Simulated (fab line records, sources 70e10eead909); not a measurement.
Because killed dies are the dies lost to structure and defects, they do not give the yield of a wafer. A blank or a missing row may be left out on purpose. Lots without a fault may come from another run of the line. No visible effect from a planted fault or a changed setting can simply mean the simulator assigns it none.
Chamber matching	flow nand harc	cmp-01 running NHARC_A_STAIRCASE_CMP_152: 4 sister chambers
The step polishes. 20 wafers are shown with their chamber, then 10 later ones without.

WAFERS PAIRED WITH THEIR CHAMBERS
wafer	chamber	motor current A (A)	slurry filter dp kPa (kPa)
L075.1	0	13.2	13.54
L075.4	2	13.0	13.47
L075.5	2	12.6	13.42
L080.1	2	12.6	13.42
L080.4	1	12.9	13.66
L080.6	2	12.6	13.51
L084.2	3	9.4	13.59
L084.4	2	12.9	13.38
L084.5	0	13.6	13.50
L086.2	1	12.4	13.13
L086.3	2	12.3	13.39
L086.6	2	12.7	13.13
L083.2	0	12.8	13.49
L083.4	2	13.0	13.46
L083.6	3	9.5	13.38
L083.1	3	9.9	13.74
L083.3	1	12.9	13.61
L083.5	2	12.7	13.56
L089.1	2	12.5	13.35
L089.4	1	12.4	13.16

SIGNATURES (averages over the wafers above)
reading	chamber 0	chamber 1	chamber 2	chamber 3	scatter within a chamber
motor current A	13.200	12.650	12.690	9.600	0.269
slurry filter dp kPa	13.5100	13.3900	13.4090	13.5700	0.164
Rule: distance of a wafer from a chamber = root of the sum over the readings of ((wafer's reading minus chamber's mean) / reading's scatter) squared. The wafer belongs to the nearest chamber; if the next one is less than 2 further off, it can't be placed. How the scatter is found: for the shown wafers, subtract from each reading the mean of its chamber, square and add these, divide the total by (wafers less chambers), then take the root.

WAFERS MISSING THEIR CHAMBER
wafer	motor current A (A)	slurry filter dp kPa (kPa)
L089.6	10.0	13.60
L090.1	9.9	13.44
L090.5	12.0	13.44
L090.6	9.6	13.45
L095.2	13.6	13.52
L095.3	12.1	13.67
L095.6	13.4	13.28
L096.2	10.1	13.43
L096.4	12.7	13.49
L096.5	13.1	13.53

CHAMBER TAKEN BY EACH
wafer	from the rows above	in truth
L089.6	3	3
L090.1	3	3
L090.5	can't be placed: 1 or 2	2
L090.6	3	3
L095.2	can't be placed: 0 or 2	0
L095.3	can't be placed: 1 or 2 or 0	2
L095.6	can't be placed: 0 or 2 or 1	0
L096.2	3	3
L096.4	can't be placed: 2 or 1 or 0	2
L096.5	can't be placed: 0 or 2 or 1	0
Correct placement for 4 of the 10. From these rows, 6 cannot be placed; in 6 the true chamber is one of the candidates. 0 placed wrongly.
